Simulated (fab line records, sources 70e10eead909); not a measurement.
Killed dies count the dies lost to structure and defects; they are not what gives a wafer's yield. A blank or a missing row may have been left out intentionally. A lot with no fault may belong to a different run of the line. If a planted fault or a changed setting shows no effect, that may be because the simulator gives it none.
Chamber matching :: flow nandHarc :: NHARC_P_M1_DESCUM_14 on rieDiel-01: 4 sister chambers
The step chemistry O2, time 3 s. 27 wafers are shown with their chamber, then 12 later ones without.

== WAFERS WITH THEIR CHAMBER ==
wafer: L074.2
chamber: 2
showerheadPlenumPTorr (Torr): 1.99
drypumpMotorCurrentA (A): 5.7
oesProductAu (a.u.): 0.992

wafer: L074.3
chamber: 0
showerheadPlenumPTorr (Torr): 2.06
drypumpMotorCurrentA (A): 5.6
oesProductAu (a.u.): 0.994

wafer: L074.4
chamber: 3
showerheadPlenumPTorr (Torr): 1.79
drypumpMotorCurrentA (A): 5.3
oesProductAu (a.u.): 1.011

wafer: L075.1
chamber: 1
showerheadPlenumPTorr (Torr): 1.93
drypumpMotorCurrentA (A): 5.3
oesProductAu (a.u.): 1.009

wafer: L075.3
chamber: 3
showerheadPlenumPTorr (Torr): 1.79
drypumpMotorCurrentA (A): 5.3
oesProductAu (a.u.): 0.999

wafer: L075.4
chamber: 2
showerheadPlenumPTorr (Torr): 1.99
drypumpMotorCurrentA (A): 5.6
oesProductAu (a.u.): 1.009

wafer: L077.2
chamber: 1
showerheadPlenumPTorr (Torr): 1.93
drypumpMotorCurrentA (A): 5.3
oesProductAu (a.u.): 1.018

wafer: L077.3
chamber: 3
showerheadPlenumPTorr (Torr): 1.79
drypumpMotorCurrentA (A): 5.3
oesProductAu (a.u.): 1.009

wafer: L077.6
chamber: 3
showerheadPlenumPTorr (Torr): 1.79
drypumpMotorCurrentA (A): 5.3
oesProductAu (a.u.): 1.017

wafer: L078.1
chamber: 3
showerheadPlenumPTorr (Torr): 1.79
drypumpMotorCurrentA (A): 5.3
oesProductAu (a.u.): 1.003

wafer: L078.4
chamber: 2
showerheadPlenumPTorr (Torr): 1.99
drypumpMotorCurrentA (A): 5.7
oesProductAu (a.u.): 1.004

wafer: L078.5
chamber: 2
showerheadPlenumPTorr (Torr): 1.99
drypumpMotorCurrentA (A): 5.7
oesProductAu (a.u.): 0.998

wafer: L079.1
chamber: 3
showerheadPlenumPTorr (Torr): 1.79
drypumpMotorCurrentA (A): 5.3
oesProductAu (a.u.): 1.011

wafer: L079.4
chamber: 0
showerheadPlenumPTorr (Torr): 2.06
drypumpMotorCurrentA (A): 5.6
oesProductAu (a.u.): 0.995

wafer: L079.6
chamber: 3
showerheadPlenumPTorr (Torr): 1.79
drypumpMotorCurrentA (A): 5.3
oesProductAu (a.u.): 1.008

wafer: L080.3
chamber: 0
showerheadPlenumPTorr (Torr): 2.05
drypumpMotorCurrentA (A): 5.6
oesProductAu (a.u.): 1.004

wafer: L080.4
chamber: 3
showerheadPlenumPTorr (Torr): 1.79
drypumpMotorCurrentA (A): 5.3
oesProductAu (a.u.): 1.003

wafer: L080.5
chamber: 1
showerheadPlenumPTorr (Torr): 1.93
drypumpMotorCurrentA (A): 5.4
oesProductAu (a.u.): 1.008

wafer: L086.2
chamber: 0
showerheadPlenumPTorr (Torr): 2.05
drypumpMotorCurrentA (A): 5.6
oesProductAu (a.u.): 0.992

wafer: L086.4
chamber: 2
showerheadPlenumPTorr (Torr): 1.98
drypumpMotorCurrentA (A): 5.7
oesProductAu (a.u.): 0.997

wafer: L086.6
chamber: 3
showerheadPlenumPTorr (Torr): 1.79
drypumpMotorCurrentA (A): 5.3
oesProductAu (a.u.): 0.995

wafer: L087.2
chamber: 0
showerheadPlenumPTorr (Torr): 2.05
drypumpMotorCurrentA (A): 5.6
oesProductAu (a.u.): 1.001

wafer: L087.5
chamber: 2
showerheadPlenumPTorr (Torr): 1.98
drypumpMotorCurrentA (A): 5.7
oesProductAu (a.u.): 1.004

wafer: L087.6
chamber: 1
showerheadPlenumPTorr (Torr): 1.93
drypumpMotorCurrentA (A): 5.4
oesProductAu (a.u.): 1.003

wafer: L088.2
chamber: 1
showerheadPlenumPTorr (Torr): 1.93
drypumpMotorCurrentA (A): 5.3
oesProductAu (a.u.): 1.014

wafer: L088.3
chamber: 2
showerheadPlenumPTorr (Torr): 1.98
drypumpMotorCurrentA (A): 5.7
oesProductAu (a.u.): 1.001

wafer: L088.5
chamber: 1
showerheadPlenumPTorr (Torr): 1.92
drypumpMotorCurrentA (A): 5.3
oesProductAu (a.u.): 0.998

SIGNATURES, as means of the wafers listed above
reading: showerheadPlenumPTorr
chamber 0: 2.0540
chamber 1: 1.9283
chamber 2: 1.9857
chamber 3: 1.7900
scatter within a chamber: 0.00404

reading: drypumpMotorCurrentA
chamber 0: 5.600
chamber 1: 5.333
chamber 2: 5.686
chamber 3: 5.300
scatter within a chamber: 0.0309

reading: oesProductAu
chamber 0: 0.99720
chamber 1: 1.00833
chamber 2: 1.00071
chamber 3: 1.00622
scatter within a chamber: 0.00634
Rule: a wafer's distance from a chamber is the root of the sum, over the readings, of the square of ((its reading less the chamber's mean) divided by the reading's scatter). The wafer belongs to the nearest chamber; if the next one is less than 2 further off, it can't be placed. How the scatter is found: for the shown wafers, subtract from each reading the mean of its chamber, square and add these, divide the total by (wafers less chambers), then take the root.

== WAFERS WHOSE CHAMBER IS MISSING ==
wafer: L090.1
showerheadPlenumPTorr (Torr): 1.98
drypumpMotorCurrentA (A): 5.7
oesProductAu (a.u.): 1.002

wafer: L090.2
showerheadPlenumPTorr (Torr): 1.79
drypumpMotorCurrentA (A): 5.3
oesProductAu (a.u.): 0.983

wafer: L090.3
showerheadPlenumPTorr (Torr): 1.92
drypumpMotorCurrentA (A): 5.4
oesProductAu (a.u.): 1.002

wafer: L092.2
showerheadPlenumPTorr (Torr): 2.05
drypumpMotorCurrentA (A): 5.6
oesProductAu (a.u.): 0.991

wafer: L092.4
showerheadPlenumPTorr (Torr): 1.98
drypumpMotorCurrentA (A): 5.7
oesProductAu (a.u.): 1.005

wafer: L092.5
showerheadPlenumPTorr (Torr): 2.05
drypumpMotorCurrentA (A): 5.6
oesProductAu (a.u.): 1.000

wafer: L095.2
showerheadPlenumPTorr (Torr): 2.05
drypumpMotorCurrentA (A): 5.6
oesProductAu (a.u.): 0.997

wafer: L095.4
showerheadPlenumPTorr (Torr): 1.92
drypumpMotorCurrentA (A): 5.4
oesProductAu (a.u.): 1.005

wafer: L095.5
showerheadPlenumPTorr (Torr): 2.05
drypumpMotorCurrentA (A): 5.6
oesProductAu (a.u.): 0.996

wafer: L096.2
showerheadPlenumPTorr (Torr): 1.98
drypumpMotorCurrentA (A): 5.7
oesProductAu (a.u.): 1.008

wafer: L096.4
showerheadPlenumPTorr (Torr): 1.79
drypumpMotorCurrentA (A): 5.3
oesProductAu (a.u.): 1.002

wafer: L096.6
showerheadPlenumPTorr (Torr): 2.05
drypumpMotorCurrentA (A): 5.6
oesProductAu (a.u.): 1.007

== EACH ONE'S CHAMBER ==
wafer: L090.1
from the rows above: 2
in truth: 2

wafer: L090.2
from the rows above: 3
in truth: 3

wafer: L090.3
from the rows above: 1
in truth: 1

wafer: L092.2
from the rows above: 0
in truth: 0

wafer: L092.4
from the rows above: 2
in truth: 2

wafer: L092.5
from the rows above: 0
in truth: 0

wafer: L095.2
from the rows above: 0
in truth: 0

wafer: L095.4
from the rows above: 1
in truth: 1

wafer: L095.5
from the rows above: 0
in truth: 0

wafer: L096.2
from the rows above: 2
in truth: 2

wafer: L096.4
from the rows above: 3
in truth: 3

wafer: L096.6
from the rows above: 0
in truth: 0
Placed correctly: 12 of 12. Left unplaced by these rows: 0. 0 placed wrongly.
